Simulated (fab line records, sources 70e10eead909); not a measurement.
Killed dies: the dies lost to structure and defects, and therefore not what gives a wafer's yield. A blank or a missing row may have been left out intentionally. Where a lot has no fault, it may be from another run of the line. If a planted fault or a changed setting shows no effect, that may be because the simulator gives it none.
A lot that was struck, set against a sound lot	flow nand harc	17 out of 1302 route steps
Sound: wafers L411.2, L411.3, L411.6. Struck: wafers L405.1, L405.2, L405.3. Last of all comes the cause.
Order at every step that has rows: each side's tool, ch and its chambers, its first start. Under that, the readings that differ: sound wafers	struck wafers	difference of the means	sigmas: that difference in standard deviations of wafers without a fault.
alike: readings with means less than 2 such deviations apart, plus words and numbers identical on both sides. not compared: withheld readings, readings lacking a value on some wafer, bounds such as >300 that could conceal the same value, and numbers that have no deviation in the record and whose values overlap.
Wherever a step has rows on one side only, a row that says differs or no value, or a row with sigmas, the two part there. When numbers do not overlap yet have no deviation, they are printed without sigmas and do not part them. A reading that every wafer of one side lacks parts them only if that side has two wafers or more.

NHARC_P_M2_INSPECT_11:
  struck on defect inspect-02, day 10 18:11; sound on defect inspect-01, day 12 21:55
reading	sound	struck	difference	sigmas
raw defect count	11 15 10	1 6 4	-8	-3
then, 1 step without rows for these wafers: NHARC_P_M2_DESCUM_14 (chemistry O2, time 3 s).
NHARC_P_M2_ETCH_35: etches the open film in N2/H2, target depth 40 nm, overetch 12 nm, time 43.94 s.
  sound on rie diel-09 ch 0,1, day 12 22:05; struck on rie diel-09 ch 0,1,3, day 10 18:20
  alike: drypump motor current A, h2 flow sccm, oes product au, rf vpp V, showerhead plenum p Torr, throttle valve pct
  not compared: rf hours counter h
then, 1 step without rows for these wafers: NHARC_P_M2_ETCH_15 (etches the open film in C4F8/Ar, target depth 182.5 nm, time 91.2 s).
NHARC_P_M2_CD_MEAS_16:
  struck on cd sem-03, day 10 18:34; sound on cd sem-03, day 12 22:19
  alike: cd nm
NHARC_P_M2_STRIP_18: strips in N2/H2.
  sound on rie diel-09 ch 1,3, day 12 22:25; struck on rie diel-10 ch 0,1,2, day 10 18:38
  alike: drypump motor current A, h2 flow sccm, oes product au, rf vpp V, showerhead plenum p Torr, throttle valve pct
  not compared: rf hours counter h
NHARC_P_M2_ETCH_28: etches the open film in CF4/N2, target depth 30 nm, time 72.99 s.
  sound on rie diel-09 ch 0,1; struck on rie diel-10 ch 0,1,3
  alike: drypump motor current A, oes product au, rf vpp V, showerhead plenum p Torr, throttle valve pct
  not compared: rf hours counter h
then, 1 step without rows for these wafers: NHARC_P_M2_STRIP_19 (strips in post etch residue remover, time 600 s).
NHARC_P_M2_DEGAS_29: time 60 s.
  struck on pvd sputter-02, day 10 19:17; sound on pvd sputter-03, day 12 23:08
  alike: heater power w
then, 1 step without rows for these wafers: NHARC_P_M2_PRE_CLEAN_30 (time 30 s).
NHARC_P_M2_PVD_20: deposits TaN, target thk 5 nm, time 8.06 s.
  sound on pvd sputter-03; struck on pvd sputter-02
  alike: cathode dc power W, substrate temp c, throttle valve pct
then, 1 step without rows for these wafers: NHARC_P_M2_PVD_21 (deposits Cu, target thk 30 nm, time 20.49 s).
NHARC_P_M2_ECD_22: material Cu, target thk 400 nm.
  sound on ecd cu-02 ch 0,1, day 12 23:30; struck on ecd cu-02 ch 0,1, day 10 19:38
  no value came back on the struck wafers for bath heat duty pct (%), bath temp c (C); on the sound wafers bath heat duty pct (%) reads 5.7 5.1 4.7
then, 1 step without rows for these wafers: NHARC_P_M2_ANNEAL_31 (time 90 s).
NHARC_P_M2_CMP_23: polishes, t overpolish 20 s, target thk 144.3 nm.
  sound on cmp-01 ch 1,2,3, day 13 00:13; struck on cmp-01 ch 0,1,3, day 10 20:21
reading	sound	struck	difference	sigmas
time to endpoint s (s)	22.8 28.8 27.4	3.4 3.5 3.0	-23.0	-8
  alike: motor current A
NHARC_P_M2_THK_MEAS_24: measures by xrf.
  struck on film metro-02, day 10 20:40; sound on film metro-01, day 13 00:32
reading	sound	struck	difference	sigmas
thk nm (nm)	140.8 144.5 143.5	29.8 28.5 29.3	-113.7	-76
following that, these wafers have no rows for 1 step: NHARC_P_M2_SRD_25.

WHERE THEY PART
At NHARC_P_M2_INSPECT_11 first; at NHARC_P_M2_THK_MEAS_24 last (within this record only).

WHY: what the simulator had put in
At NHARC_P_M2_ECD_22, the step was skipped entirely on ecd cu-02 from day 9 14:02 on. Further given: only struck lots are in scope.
